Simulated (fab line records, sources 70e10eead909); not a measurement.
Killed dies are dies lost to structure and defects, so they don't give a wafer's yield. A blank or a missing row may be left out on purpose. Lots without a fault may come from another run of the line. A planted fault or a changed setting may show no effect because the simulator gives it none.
fab line records | flow nand_harc
record lots=14 wafers=42 last_day=33
route steps=1302 shown P_GATE@189 P_CONTACT@230
lots that met no fault: from a run of the same line without faults
start_h: hours from the record's first day to the start of the lot's first wafer shown | wait_h: hours since the lot's step before | " the same as in the row above | L1.1+2: a row that stands for several wafers | - no value, or no start given | * or withheld: withheld | < > ~ a bound
route shown NAME@n: a module of which the file shows steps, and the number in the route of the first | usual: mean/standard deviation of fault-free wafers | same: alike in all rows | chamber/n: place in a boat | sites: the reading at each site | _std_site: their standard deviation | _edge_site: outer sites' mean less inner sites' | radius_mm: how far each site lies from the wafer's centre | mask NAME#n: copy n | behind: the tool/chamber that last shaped the wafer | hold: why the lot was held/for how many hours/how that ended | device: the transistor (n, p or np) that didn't switch | end of line: the same wafers' tests at the end of the route | a step without rows: its recipe alone | killed: dies lost to structure and defects at the first sort, not the wafer's yield | map: a wafer's dies, x killed, . not, _ none there
set.NAME: the setting as run; set.NAME@STEP: as run at that earlier step | model.NAME: the simulator's own value behind a step, which no gauge read
steps of the route over a sample of lots; a table a step, a row a wafer
services: from which hour (start_h, from the record's first day; less than 0 if before it) a tool's chamber was out of use, for how many hours, and why
## steps
# step NHARC_P_GATE_STRIP_112
# recipe power_w=1500 temp_c=110 time_s=200 chemistry=N2/H2
# usual drypump_motor_current_A=5.85/0.22 heater_power_w=82/8.5
# columns lot.wafer tool chamber start_h wait_h drypump_motor_current_A heater_power_w rf_hours_counter_h
L218.2 plasma_asher-01 1 114.14 0.2 5.60 96 24
L218.4 " 1 " " 5.61 96 -
L218.3 " 0 " " 5.82 81 -
L220.1 plasma_asher-01 1 128.67 0.2 5.61 98 27
L220.5 " 0 " " 5.85 83 -
L220.6 " 1 " " 5.63 96 -
L221.1 plasma_asher-01 1 153.65 0.2 5.59 96 30
L221.6 " 0 " " 5.87 79 -
L221.5 " 1 " " 5.59 97 -
L224.4 plasma_asher-02 0 168.86 0.2 6.20 72 -
L224.3 " 1 " " 5.73 78 -
L224.6 " 1 " " 5.73 76 -
L225.4 plasma_asher-01 0 190.79 0.2 5.89 81 -
L225.6 " 1 " " 5.58 97 -
L225.5 " 0 " " 5.90 81 -
L231.1 plasma_asher-02 0 236.32 0.2 6.20 74 33
L231.2 " 1 " " 5.72 76 33
L231.3 " 0 " " 6.18 72 -
L232.1 plasma_asher-02 1 260.60 0.6 5.73 80 2
L232.4 " 1 " " 5.74 80 -
L232.3 " 0 " " 6.22 72 -
L233.1 plasma_asher-02 0 264.85 0.2 6.17 74 5
L233.2 " 1 " " 5.73 81 5
L233.3 " 1 " " 5.74 80 -
L234.1 plasma_asher-01 1 267.97 0.2 5.60 95 17
L234.4 " 1 " " 5.59 96 -
L234.3 " 0 " " 5.87 82 -
L235.1 plasma_asher-01 1 288.16 0.2 5.59 95 21
L235.3 " 0 " " 5.86 81 -
L235.5 " 1 " " 5.62 97 -
L236.2 plasma_asher-02 1 292.38 0.2 5.74 79 12
L236.1 " 0 " " 6.17 74 12
L236.4 " 0 " " 6.18 73 -
L237.1 plasma_asher-01 0 299.01 0.2 5.84 81 23
L237.3 " 0 " " 5.82 82 -
L237.5 " 0 " " 5.80 83 -
L239.1 plasma_asher-02 0 318.66 0.2 6.17 74 16
L239.4 " 0 " " 6.15 74 -
L239.3 " 1 " " 5.75 79 -
L241.1 plasma_asher-01 1 337.99 0.2 5.57 96 29
L241.6 " 1 " " 5.59 95 -
L241.5 " 0 " " 5.86 81 -
# step NHARC_P_GATE_RTA_80
# recipe temp_c=300 time_s=30
# usual lamp_power_pct=2.01/0.19 wafer_temp_C_max=301.9/0.62
# columns lot.wafer tool chamber start_h wait_h lamp_power_pct wafer_temp_C_max
L218.2 rtp_anneal-02 0 117.70 - 1.81 301.1
L218.3 " 0 " " 1.82 302.1
L218.4 " 0 " " 1.82 301.9
L220.1 rtp_anneal-02 0 132.09 - 1.82 301.2
L220.5 " 0 " " 1.82 301.1
L220.6 " 0 " " 1.82 301.3
L221.1 rtp_anneal-01 0 157.18 - 2.20 302.4
L221.5 " 0 " " 2.20 302.9
L221.6 " 0 " " 2.20 302.7
L224.3 rtp_anneal-01 0 172.73 - 2.20 302.3
L224.4 " 0 " " 2.19 302.0
L224.6 " 0 " " 2.20 302.1
L225.4 rtp_anneal-01 0 194.34 - 2.19 302.5
L225.5 " 0 " " 2.19 302.6
L225.6 " 0 " " 2.19 302.0
L231.1 rtp_anneal-01 0 239.92 - 2.19 301.8
L231.2 " 0 " " 2.19 302.2
L231.3 " 0 " " 2.19 301.5
L232.1 rtp_anneal-02 0 264.23 - 1.81 301.7
L232.3 " 0 " " 1.82 301.6
L232.4 " 0 " " 1.82 301.4
L233.1 rtp_anneal-01 0 268.45 - 2.19 302.4
L233.2 " 0 " " 2.20 302.5
L233.3 " 0 " " 2.19 302.2
L234.1 rtp_anneal-01 0 271.58 - 2.19 302.1
L234.3 " 0 " " 2.19 302.1
L234.4 " 0 " " 2.19 301.8
L235.1 rtp_anneal-02 0 291.64 - 1.82 301.5
L235.3 " 0 " " 1.82 301.0
L235.5 " 0 " " 1.82 301.4
L236.1 rtp_anneal-02 0 295.85 - 1.82 301.2
L236.2 " 0 " " 1.82 301.4
L236.4 " 0 " " 1.82 301.4
L237.1 rtp_anneal-01 0 302.56 - 2.19 301.7
L237.3 " 0 " " 2.19 302.7
L237.5 " 0 " " 2.19 301.7
L239.1 rtp_anneal-02 0 322.27 - 1.82 301.3
L239.3 " 0 " " 1.82 301.4
L239.4 " 0 " " 1.82 301.3
L241.1 rtp_anneal-02 0 341.62 - 1.82 301.5
L241.5 " 0 " " 1.82 300.9
L241.6 " 0 " " 1.82 301.7
# step NHARC_P_GATE_RTA_82
# recipe temp_c=450 time_s=30
# usual lamp_power_pct=3.8/0.35 wafer_temp_C_max=452.5/0.8
# columns lot.wafer tool chamber start_h wait_h lamp_power_pct wafer_temp_C_max
L218.2 rtp_anneal-01 0 118.16 - 4.3 453.3
L218.3 " 0 " " 4.3 453.0
L218.4 " 0 " " 4.3 453.4
L220.1 rtp_anneal-02 0 132.55 - 3.6 451.8
L220.5 " 0 " " 3.6 452.2
L220.6 " 0 " " 3.6 451.8
L221.1 rtp_anneal-02 0 157.64 - 3.6 452.1
L221.5 " 0 " " 3.6 452.5
L221.6 " 0 " " 3.6 451.6
L224.3 rtp_anneal-01 0 173.19 - 4.3 453.3
L224.4 " 0 " " 4.3 453.0
L224.6 " 0 " " 4.3 453.9
L225.4 rtp_anneal-02 0 194.80 - 3.6 452.2
L225.5 " 0 " " 3.6 452.2
L225.6 " 0 " " 3.6 452.0
L231.1 rtp_anneal-02 0 240.38 - 3.6 452.0
L231.2 " 0 " " 3.6 452.1
L231.3 " 0 " " 3.6 452.3
L232.1 rtp_anneal-02 0 264.68 - 3.6 452.2
L232.3 " 0 " " 3.6 452.0
L232.4 " 0 " " 3.6 452.0
L233.1 rtp_anneal-02 0 268.91 - 3.6 451.8
L233.2 " 0 " " 3.6 452.0
L233.3 " 0 " " 3.6 451.6
L234.1 rtp_anneal-02 0 272.04 - 3.6 452.0
L234.3 " 0 " " 3.6 452.0
L234.4 " 0 " " 3.6 451.9
L235.1 rtp_anneal-01 0 292.10 - 4.3 454.3
L235.3 " 0 " " 4.3 454.5
L235.5 " 0 " " 4.3 453.8
L236.1 rtp_anneal-01 0 296.31 - 4.3 452.9
L236.2 " 0 " " 4.3 452.5
L236.4 " 0 " " 4.3 452.8
L237.1 rtp_anneal-02 0 303.02 - 3.6 452.7
L237.3 " 0 " " 3.6 452.4
L237.5 " 0 " " 3.6 451.6
L239.1 rtp_anneal-02 0 322.73 - 3.6 451.6
L239.3 " 0 " " 3.6 451.5
L239.4 " 0 " " 3.6 452.0
L241.1 rtp_anneal-01 0 342.08 - 4.3 452.1
L241.5 " 0 " " 4.3 453.5
L241.6 " 0 " " 4.3 451.8
# step NHARC_P_CONTACT_PEB_10
# recipe peb_temp_c=100 peb_time_s=65
# usual heater_power_total_W=156.6/0.43
# columns lot.wafer tool chamber start_h wait_h heater_power_total_W
L218.2 litho_track-04 0 119.86 0.1 157.1
L218.3 " 0 " " 157.1
L218.4 " 0 " " 156.1
L220.1 litho_track-01 0 134.27 0.1 156.5
L220.5 " 0 " " 156.0
L220.6 " 0 " " 156.1
L221.1 litho_track-04 0 159.36 0.1 156.0
L221.5 " 0 " " 155.9
L221.6 " 0 " " 156.1
L224.3 litho_track-04 0 174.73 0.0 156.8
L224.4 " 0 " " 156.2
L224.6 " 0 " " 157.1
L225.4 litho_track-01 0 196.69 0.0 156.1
L225.5 " 0 " " 157.1
L225.6 " 0 " " 156.1
L231.1 litho_track-04 0 242.10 0.1 156.2
L231.2 " 0 " " 157.1
L231.3 " 0 " " 156.0
L232.1 litho_track-04 0 266.29 0.1 157.3
L232.3 " 0 " " 156.7
L232.4 " 0 " " 157.2
L233.1 litho_track-01 0 270.69 0.1 156.2
L233.2 " 0 " " 156.5
L233.3 " 0 " " 156.1
L234.1 litho_track-01 0 273.77 0.1 157.1
L234.3 " 0 " " 156.1
L234.4 " 0 " " 156.1
L235.1 litho_track-06 0 293.82 0.1 155.9
L235.3 " 0 " " 157.1
L235.5 " 0 " " 156.7
L236.1 litho_track-06 0 298.03 0.1 157.0
L236.2 " 0 " " 156.7
L236.4 " 0 " " 156.1
L237.1 litho_track-01 0 304.62 0.1 156.2
L237.3 " 0 " " 156.5
L237.5 " 0 " " 156.6
L239.1 litho_track-04 0 324.48 0.1 155.9
L239.3 " 0 " " 157.0
L239.4 " 0 " " 157.1
L241.1 litho_track-04 0 343.93 0.1 156.8
L241.5 " 0 " " 156.8
L241.6 " 0 " " 157.1
# step NHARC_P_CONTACT_CD_MEAS_12
# recipe target_cd_nm=90 landing_energy_ev=500
# usual cd_nm=90.3/0.68
# columns lot.wafer tool chamber start_h wait_h cd_nm
L218.2 cd_sem-02 0 119.94 - 90.2
L218.3 " 0 " " 90.6
L218.4 " 0 " " 89.8
L220.1 cd_sem-02 0 134.35 - 89.8
L220.5 " 0 " " 90.2
L220.6 " 0 " " 89.5
L221.1 cd_sem-01 0 159.44 - 90.7
L221.5 " 0 " " 95.6
L221.6 " 0 " " 96.2
L224.3 cd_sem-02 0 174.81 - 91.0
L224.4 " 0 " " 90.6
L224.6 " 0 " " 96.3
L225.4 cd_sem-03 0 196.77 - 90.2
L225.5 " 0 " " 91.1
L225.6 " 0 " " 90.7
L231.1 cd_sem-02 0 242.18 - 91.0
L231.2 " 0 " " 90.4
L231.3 " 0 " " 90.4
L232.1 cd_sem-03 0 266.37 - 90.0
L232.3 " 0 " " 90.7
L232.4 " 0 " " 90.2
L233.1 cd_sem-03 0 270.77 - 90.2
L233.2 " 0 " " 90.0
L233.3 " 0 " " 91.8
L234.1 cd_sem-01 0 273.85 - 90.5
L234.3 " 0 " " 90.2
L234.4 " 0 " " 89.7
L235.1 cd_sem-02 0 293.90 - 91.4
L235.3 " 0 " " 89.8
L235.5 " 0 " " 91.0
L236.1 cd_sem-03 0 298.11 - 89.8
L236.2 " 0 " " 89.4
L236.4 " 0 " " 90.7
L237.1 cd_sem-03 0 304.70 - 91.1
L237.3 " 0 " " 90.7
L237.5 " 0 " " 90.3
L239.1 cd_sem-01 0 324.56 - 90.3
L239.3 " 0 " " 90.9
L239.4 " 0 " " 90.6
L241.1 cd_sem-03 0 344.01 - 91.7
L241.5 " 0 " " 90.7
L241.6 " 0 " " 89.5
## services
# columns tool chamber start_h hours kind
plasma_asher-01 - 95.91 1.5 repair
litho_track-01 - 155.00 7.0 pm
plasma_asher-01 - 165.00 9.0 pm
plasma_asher-01 0 165.00 9.0 vent_cycle
plasma_asher-01 1 165.00 9.0 vent_cycle
plasma_asher-01 0 174.00 - clean
plasma_asher-01 1 174.00 - clean
litho_track-06 - 179.00 7.0 pm
litho_track-04 - 203.00 7.0 pm
plasma_asher-02 - 249.13 9.0 pm
plasma_asher-02 0 249.13 9.0 vent_cycle
plasma_asher-02 1 249.13 9.0 vent_cycle
plasma_asher-01 - 252.06 12.9 repair
plasma_asher-02 0 258.13 - clean
plasma_asher-02 1 258.13 - clean
plasma_asher-01 - 304.41 2.6 repair
litho_track-01 - 330.00 7.0 pm
plasma_asher-01 - 342.00 9.0 pm
plasma_asher-01 0 342.00 9.0 vent_cycle
plasma_asher-01 1 342.00 9.0 vent_cycle
## key
first_sign step=NHARC_P_CONTACT_CD_MEAS_12 reading=cd_nm direction=up sigmas=8.4 usual=90.3 struck=96.0
effect none on later readings
met_at NHARC_P_CONTACT_PEB_10
struck_lots L221,L224
struck_wafers L221.5,L221.6,L224.6
sort_left_out L221.5,L221.6,L224.6
tester_left_out L221,L224
not_acting_at NHARC_P_GATE_STRIP_112,NHARC_P_GATE_RTA_80,NHARC_P_GATE_RTA_82
onset_between 119.86 159.36
fault kind=process_parameter_drift tool=litho_track-04 chamber=- onset_h=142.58 steps=NHARC_P_CONTACT_PEB_10 channel=peb_time_s offset=* shape=step end_h=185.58 scope=struck_wafers_only acts_in=* stated=*
# tester_left_out: of these lots the tester's yield and bins aren't shown, on N5 and GAA mostly nor the transistor test; their killed dies are dies lost to structure and defects alone, not to doping, threshold or leakage, so they don't give the yield
# sort_left_out: the simulated sort isn't trusted on such a fault, so these wafers' sort isn't shown, and their yield isn't known
